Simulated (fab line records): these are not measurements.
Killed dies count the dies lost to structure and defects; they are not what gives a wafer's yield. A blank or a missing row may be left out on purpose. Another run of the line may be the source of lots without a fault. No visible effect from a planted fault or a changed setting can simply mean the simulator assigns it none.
Chamber matching	flow nandHarc	NHARC_P_M1_CMP_23 on cmp-03 has 4 sister chambers
The step polishes, t overpolish 20 s, target thk 157.82 nm. 16 wafers are shown with their chamber, then 8 later ones without.

WAFERS WITH THEIR CHAMBER
wafer	chamber	motorCurrentA (A)	timeToEndpointS (s)
L076.2	3	11.6	29
L076.3	2	13.6	33
L076.6	0	13.0	21
L077.2	2	14.1	36
L077.3	0	12.9	25
L077.4	3	12.0	28
L078.3	0	13.0	26
L078.4	1	12.8	30
L078.6	0	13.1	26
L081.1	0	13.0	29
L081.3	3	11.9	31
L081.5	0	13.2	24
L083.1	2	13.4	34
L083.3	0	12.2	22
L083.4	3	12.2	32
L088.1	1	12.5	29

SIGNATURES (means of the wafers above)
reading	chamber 0	chamber 1	chamber 2	chamber 3	scatter within a chamber
motorCurrentA	12.914	12.650	13.700	11.925	0.308
timeToEndpointS	24.71	29.50	34.33	30.00	2.21
Rule: for a wafer and a chamber, the distance is found by dividing, reading by reading, the gap between the wafer's reading and the chamber's mean by the reading's scatter, squaring, summing and taking the root. The wafer belongs to the nearest chamber; if the next one is less than 2 further off, it can't be placed. The scatter: take each reading less its chamber's mean, square it, sum over the shown wafers, divide by the number of wafers less the number of chambers, and take the root.

WAFERS WHOSE CHAMBER IS MISSING
wafer	motorCurrentA (A)	timeToEndpointS (s)
L088.4	12.9	24
L088.6	12.6	28
L094.1	12.9	26
L094.3	12.3	26
L094.4	14.5	35
L097.1	14.2	32
L097.3	12.9	20
L097.4	12.9	26

CHAMBER TAKEN BY EACH
wafer	from the rows above	in truth
L088.4	0	0
L088.6	can't be placed: 1 or 0 or 3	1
L094.1	can't be placed: 0 or 1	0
L094.3	can't be placed: 1 or 0 or 3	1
L094.4	2	2
L097.1	2	2
L097.3	0	0
L097.4	can't be placed: 0 or 1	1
Correct placement for 4 of the 8. Can't be placed from these rows: 4 (the true chamber is among the candidates in 4). 0 placed wrongly.
